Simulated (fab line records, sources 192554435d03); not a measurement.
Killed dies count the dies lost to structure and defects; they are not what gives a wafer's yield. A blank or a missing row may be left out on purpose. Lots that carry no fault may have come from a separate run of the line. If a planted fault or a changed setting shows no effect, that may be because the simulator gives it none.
Chamber matching -- flow n5_finfet -- ald_sin-03 running N5_GATE_CUT_SAC_CAP_01: 4 sister chambers
The step material SiNx, target thk 24 nm, pulse time 1 s, ald cycles 480. 18 wafers are shown with their chamber, then 9 later ones without.

## EACH WAFER AND ITS CHAMBER
wafer,chamber,heater_power_w (W),precursor_pulse_height_rel
L074.2,0,917,1.010
L074.4,3,881,0.986
L074.5,3,890,0.984
L077.2,0,926,1.005
L077.4,3,873,1.040
L077.6,0,900,1.006
L082.2,0,923,0.988
L082.5,1,881,1.012
L082.6,0,915,1.009
L085.1,1,859,1.001
L085.2,0,886,0.982
L085.6,1,895,0.988
L087.1,3,860,1.021
L087.5,1,892,0.971
L087.6,2,768,0.990
L088.1,2,762,0.997
L088.2,3,878,1.008
L088.3,0,938,1.008

SIGNATURES (averages over the wafers above)
reading,chamber 0,chamber 1,chamber 2,chamber 3,scatter within a chamber
heater_power_w,915.00,881.75,765.00,876.40,14.9
precursor_pulse_height_rel,1.00114,0.99300,0.99350,1.00780,0.0169
Rule: for a wafer and a chamber, the distance is found by dividing, reading by reading, the gap between the wafer's reading and the chamber's mean by the reading's scatter, squaring, summing and taking the root. The wafer belongs to the nearest chamber; if the next one is less than 2 further off, it can't be placed. The scatter: take each reading less its chamber's mean, square it, sum over the shown wafers, divide by the number of wafers less the number of chambers, and take the root.

## WAFERS MISSING THEIR CHAMBER
wafer,heater_power_w (W),precursor_pulse_height_rel
L089.2,892,0.996
L089.4,893,0.994
L089.5,761,1.009
L090.2,871,0.991
L090.3,864,1.002
L090.6,893,1.033
L092.2,939,1.021
L092.3,860,0.946
L092.4,733,1.035

## CHAMBER TAKEN BY EACH
wafer,from the rows above,in truth
L089.2,can't be placed: 1 or 3 or 0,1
L089.4,can't be placed: 1 or 3 or 0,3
L089.5,2,2
L090.2,can't be placed: 1 or 3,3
L090.3,can't be placed: 3 or 1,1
L090.6,can't be placed: 3 or 0 or 1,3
L092.2,0,0
L092.3,can't be placed: 1 or 3 or 0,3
L092.4,2,2
Placed correctly: 3 of 9. Unplaceable from these rows: 6, with the true chamber sitting among the candidates in 6. Placed wrongly: 0.
